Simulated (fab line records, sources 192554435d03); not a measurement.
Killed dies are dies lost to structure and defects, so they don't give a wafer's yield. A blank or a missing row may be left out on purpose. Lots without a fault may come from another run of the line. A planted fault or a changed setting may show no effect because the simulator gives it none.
A struck lot beside a sound one | flow n5_finfet | 16 steps out of a route of 1938
Sound: wafers L525.2, L525.3, L525.5. Struck: wafers L536.2, L536.3, L536.6. The cause comes at the end.
At each step with rows: each side's tool, then ch and its chambers, then its first start. Under that, the readings that differ: sound wafers | struck wafers | difference of the means | sigmas: that difference in standard deviations of wafers without a fault.
alike: readings whose means differ by less than 2 such deviations, and words and numbers that are the same on both sides. not compared: withheld readings, readings that some wafer has no value for, bounds like >300 that may hide the same value, and numbers for which the record gives no deviation and whose values overlap.
The two part at a step that has a row with sigmas, a row that says differs or no value, or rows on one side only. Numbers that don't overlap but have no deviation are shown without sigmas and don't part them. A reading that every wafer of one side lacks parts them only if that side has two wafers or more.

first, 2 steps without rows for these wafers: N5_BEOL_M3_PRECLEAN_42 (cleans in residue remover, time 60 s); N5_BEOL_M3_SRD_43 (time 30 s).
N5_BEOL_M3_CD_MEAS_35: target cd 18 nm, target cd y 21 nm.
  sound on cd_sem-03, day 8 06:00; struck on cd_sem-02, day 10 22:22
  alike: cd_nm
N5_BEOL_M3_DEGAS_44: time 60 s.
  sound on pvd_sputter-02, day 8 06:37; struck on pvd_sputter-01, day 10 23:23
  alike: heater_power_w
then, 2 steps without rows for these wafers: N5_BEOL_M3_PRE_CLEAN_45 (time 30 s); N5_BEOL_M3_ALD_84 (deposits TaN, pulse time 2 s, purge time 3 s, co reactant purge time 2 s).
N5_BEOL_M3_SURFACE_TREAT_85:
  sound on pvd_sputter-03, day 8 06:56; struck on pvd_sputter-01, day 10 23:48
  not compared: throttle_valve_pct
then, 1 step without rows for these wafers: N5_BEOL_M3_CVD_47 (deposits Co from CCTBA/H2, target thk 3 nm, time 223.8 s).
N5_BEOL_M3_SPUTTER_48: material Cu, target thk 4.5 nm, time 8.29 s.
  sound on pvd_sputter-02, day 8 07:10; struck on pvd_sputter-03, day 11 00:04
  alike: chamber_pressure_pa, chuck_gas_flow_sccm, throttle_valve_pct
N5_BEOL_M3_ANNEAL_49: time 240 s.
  sound on pvd_sputter-02, day 8 07:14; struck on pvd_sputter-03, day 11 00:08
  alike: heater_power_w
N5_BEOL_M3_SPUTTER_79: material Cu, target thk 4.5 nm, time 8.29 s.
  sound on pvd_sputter-02, day 8 07:23; struck on pvd_sputter-03, day 11 00:17
  alike: chamber_pressure_pa, chuck_gas_flow_sccm, throttle_valve_pct
then, 1 step without rows for these wafers: N5_BEOL_M3_ANNEAL_80 (time 240 s).
N5_BEOL_M3_SPUTTER_81: material Cu, target thk 4.5 nm, time 8.29 s.
  sound on pvd_sputter-02, day 8 07:36; struck on pvd_sputter-03, day 11 00:30
  no value came back on the struck wafers for chamber_pressure_pa (Pa), chuck_gas_flow_sccm (sccm), throttle_valve_pct (%); on the sound wafers chamber_pressure_pa (Pa) reads 0.07009 0.07001 0.07011
then, 1 step without rows for these wafers: N5_BEOL_M3_ANNEAL_82 (time 240 s).
N5_BEOL_M4_RC_MEAS_101:
  sound on prober-01 ch 0, day 8 18:52; struck on prober-02 ch 0, day 11 17:58
  alike: DIBL_N, DIBL_P, IOFF_N, IOFF_P, ION_N, ION_P, SS_N, SS_P, VT_N, VT_P
-- the record jumps here: 5 days lie between the struck wafers' starts before and after (it left off in module BEOL_M4 and takes up again in module PASSIVATION, whose first step shown is number 1936 of the route) --
N5_PASSIVATION_PROBE_49:
  the record has rows for the struck wafers here (prober-01, day 16 09:30) and none for the sound ones

WHERE THEY PART
First at N5_BEOL_M3_SPUTTER_81; last, within this record, at N5_PASSIVATION_PROBE_49.

WHY: what the simulator had put in
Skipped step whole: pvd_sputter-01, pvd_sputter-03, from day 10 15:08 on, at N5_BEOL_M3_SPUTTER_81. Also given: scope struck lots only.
